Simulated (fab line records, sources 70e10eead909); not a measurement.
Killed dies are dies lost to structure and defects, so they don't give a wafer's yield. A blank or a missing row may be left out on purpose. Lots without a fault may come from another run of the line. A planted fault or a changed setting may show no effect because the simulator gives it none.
Which tool did it? | flow nand_harc | 13 lots, 38 wafers sampled, at 4 steps of a route of 1302

WHAT THE GAUGES READ, wafer by wafer
The record holds no reading of a measuring or inspecting step that can be judged against a usual standard deviation.

WHICH TOOL RAN EACH LOT (tool, then ch and the chambers of the sampled wafers, then the start)
lot  | NHARC_A_WL_FILL_ALD_10           | NHARC_A_WL_FILL_CMP_12        | NHARC_A_CONTACT_DEP_24          | NHARC_A_CONTACT_DEP_28
L978 | ald_hk-03 ch 1,2,3, day 21 04:51 | cmp-01 ch 0,1, day 21 14:36   | pecvd-04 ch 0,2, day 21 15:14   | acl_dep-03 ch 0, day 21 16:40
L980 | ald_hk-02 ch 1,2, day 21 14:49   | cmp-02 ch 0,1,2, day 22 01:33 | pecvd-03 ch 0,1,2, day 22 02:11 | acl_dep-01 ch 0, day 22 04:41
L981 | ald_hk-04 ch 0,2, day 21 22:20   | cmp-02 ch 0,2, day 22 08:35   | pecvd-03 ch 1,2, day 22 09:12   | acl_dep-02 ch 0, day 22 11:31
L982 | ald_hk-04 ch 2,3, day 22 03:54   | cmp-02 ch 1,2, day 22 14:35   | pecvd-03 ch 0,2, day 22 15:16   | acl_dep-01 ch 0, day 22 17:17
L983 | ald_hk-02 ch 1,2,3, day 22 16:28 | cmp-01 ch 0,1,3, day 23 02:43 | pecvd-04 ch 0,1,2, day 23 03:14 | acl_dep-02 ch 0, day 23 03:50
L984 | ald_hk-02 ch 2,3, day 23 11:40   | cmp-01 ch 0,2,3, day 23 22:26 | pecvd-04 ch 0,1, day 23 23:04   | acl_dep-03 ch 0, day 24 01:37
L985 | ald_hk-02 ch 0,2,3, day 24 13:38 | cmp-02 ch 0,2,3, day 24 22:51 | pecvd-04 ch 0,1,2, day 24 23:27 | acl_dep-03 ch 0, day 25 00:47
L986 | ald_hk-02 ch 0,1, day 24 17:46   | cmp-03 ch 0,1,3, day 25 04:32 | pecvd-04 ch 0,1,2, day 25 05:05 | acl_dep-02 ch 0, day 25 05:49
L988 | ald_hk-04 ch 0,1,2, day 25 01:07 | cmp-03 ch 0,1,2, day 25 12:14 | pecvd-02 ch 0,1,2, day 25 12:46 | acl_dep-01 ch 0, day 25 14:51
L993 | ald_hk-02 ch 0,1,3, day 27 20:35 | cmp-02 ch 1,2,3, day 28 05:28 | pecvd-02 ch 0,1,2, day 28 06:09 | acl_dep-03 ch 0, day 28 08:41
L996 | ald_hk-02 ch 1, day 28 12:52     | cmp-02 ch 2,3, day 28 23:31   | pecvd-02 ch 1,2, day 29 00:11   | acl_dep-02 ch 0, day 29 03:20
L999 | ald_hk-03 ch 0,1,2, day 29 10:47 | cmp-01 ch 0,2,3, day 29 21:53 | pecvd-03 ch 0,2, day 29 22:24   | acl_dep-01 ch 0, day 30 01:22
L100 | ald_hk-04 ch 1,2, day 30 08:26   | cmp-03 ch 0,1,3, day 30 19:02 | pecvd-04 ch 0,1, day 30 19:35   | acl_dep-03 ch 0, day 30 22:47
- NHARC_A_WL_FILL_ALD_10: deposits SiO2, target thk 50 nm, pulse time 10 s, ald cycles 500.
- NHARC_A_WL_FILL_CMP_12: polishes, t overpolish 30 s, target thk 100 nm.
- NHARC_A_CONTACT_DEP_24: deposits SiO2, target thk 500 nm.
- NHARC_A_CONTACT_DEP_28: deposits aC, target thk 7000 nm.

WHAT THE TOOLS THEMSELVES READ (means of the sampled wafers that have a number; where no wafer has one, the mark that the record gives instead)
NHARC_A_WL_FILL_ALD_10.
lot  | tool      | heater_power_outer_w (W) | heater_power_w (W) | precursor_pulse_height_rel
L978 | ald_hk-03 | 266                      | 473                | 0.999
L980 | ald_hk-02 | 269                      | 461                | 1.011
L981 | ald_hk-04 | 279                      | 473                | 0.997
L982 | ald_hk-04 | 283                      | 500                | 1.013
L983 | ald_hk-02 | 257                      | 451                | 1.016
L984 | ald_hk-02 | 265                      | 465                | 0.998
L985 | ald_hk-02 | 275                      | 478                | 1.006
L986 | ald_hk-02 | 274                      | 466                | 0.986
L988 | ald_hk-04 | 292                      | 500                | 0.999
L993 | ald_hk-02 | 265                      | 458                | 1.010
L996 | ald_hk-02 | 250                      | 428                | 0.983
L999 | ald_hk-03 | 265                      | 452                | 1.015
L100 | ald_hk-04 | 299                      | 506                | 1.006

NHARC_A_WL_FILL_CMP_12.
lot  | tool   | motor_current_A (A) | overpolish_run_s (s) | retaining_ring_pressure_frac | time_to_endpoint_s (s)
L978 | cmp-01 | 11.5                | 30.005               | 0.997                        | 20.8
L980 | cmp-02 | 15.2                | 30.000               | 1.000                        | 20.1
L981 | cmp-02 | 15.5                | 29.998               | 1.004                        | 23.9
L982 | cmp-02 | 14.3                | 29.999               | 0.997                        | 17.4
L983 | cmp-01 | 12.3                | 29.998               | 0.996                        | 23.7
L984 | cmp-01 | 12.1                | 30.004               | 0.998                        | 24.0
L985 | cmp-02 | 13.9                | 30.007               | 1.000                        | 19.7
L986 | cmp-03 | 11.9                | 30.002               | 1.000                        | 19.3
L988 | cmp-03 | 11.3                | 29.995               | 1.003                        | 20.9
L993 | cmp-02 | 13.2                | 30.001               | 1.000                        | 13.6
L996 | cmp-02 | 12.9                | 29.995               | 0.998                        | 19.1
L999 | cmp-01 | 11.7                | 30.000               | 0.995                        | 22.6
L100 | cmp-03 | 11.8                | 29.996               | 1.001                        | 21.1

NHARC_A_CONTACT_DEP_24.
lot  | tool     | chamber_pressure_Torr (Torr) | heater_power_outer_w (W) | heater_power_w (W) | throttle_valve_pct (%)
L978 | pecvd-04 | 6.502                        | 349                      | 627                | 16.0
L980 | pecvd-03 | 6.510                        | 293                      | 504                | 16.2
L981 | pecvd-03 | 6.488                        | 351                      | 584                | 16.4
L982 | pecvd-03 | 6.492                        | 349                      | 570                | 15.8
L983 | pecvd-04 | 6.487                        | 301                      | 548                | 15.8
L984 | pecvd-04 | 6.486                        | 297                      | 532                | 15.6
L985 | pecvd-04 | 6.499                        | 287                      | 526                | 15.9
L986 | pecvd-04 | 6.500                        | 290                      | 534                | 16.0
L988 | pecvd-02 | 6.499                        | 316                      | 534                | 16.0
L993 | pecvd-02 | 6.505                        | 316                      | 542                | 16.0
L996 | pecvd-02 | 6.528                        | 248                      | 447                | 16.1
L999 | pecvd-03 | 6.508                        | 357                      | 561                | 15.8
L100 | pecvd-04 | 6.496                        | 313                      | 575                | 15.3

NHARC_A_CONTACT_DEP_28.
lot  | tool       | throttle_valve_pct (%)
L978 | acl_dep-03 | 34.999
L980 | acl_dep-01 | 35.001
L981 | acl_dep-02 | 35.006
L982 | acl_dep-01 | 34.997
L983 | acl_dep-02 | 35.005
L984 | acl_dep-03 | 35.006
L985 | acl_dep-03 | 34.998
L986 | acl_dep-02 | 35.005
L988 | acl_dep-01 | 35.007
L993 | acl_dep-03 | 34.993
L996 | acl_dep-02 | 35.004
L999 | acl_dep-01 | 35.003
L100 | acl_dep-03 | 35.004

THE ANSWER, worked out from the rows above alone
Rule: what is usual is taken from the lots themselves. Put in order of their means at a reading, lots are off if they are a third of the lots or fewer, leave a main group of 4 or more, and stand apart from it by a gap of 3 or more times the standard deviation of the main group's means; of several such gaps the widest counts. A main group whose means are all the same, to the digits that the tables above print for the reading, isn't used. A lot without any number at a reading at which 4 lots or more have one is off too. The other lots that the step has rows for count as sound. The gauges are gone through in route order, then the tools' own readings, and for those a lot's mean is taken as printed above. The first step at which some lot is off is used, and at that step the reading that is off furthest; a lot without a number counts as furthest.
No lot is off at any reading shown: from this, nothing can be told.

WHAT THE SIMULATOR HAD PUT IN
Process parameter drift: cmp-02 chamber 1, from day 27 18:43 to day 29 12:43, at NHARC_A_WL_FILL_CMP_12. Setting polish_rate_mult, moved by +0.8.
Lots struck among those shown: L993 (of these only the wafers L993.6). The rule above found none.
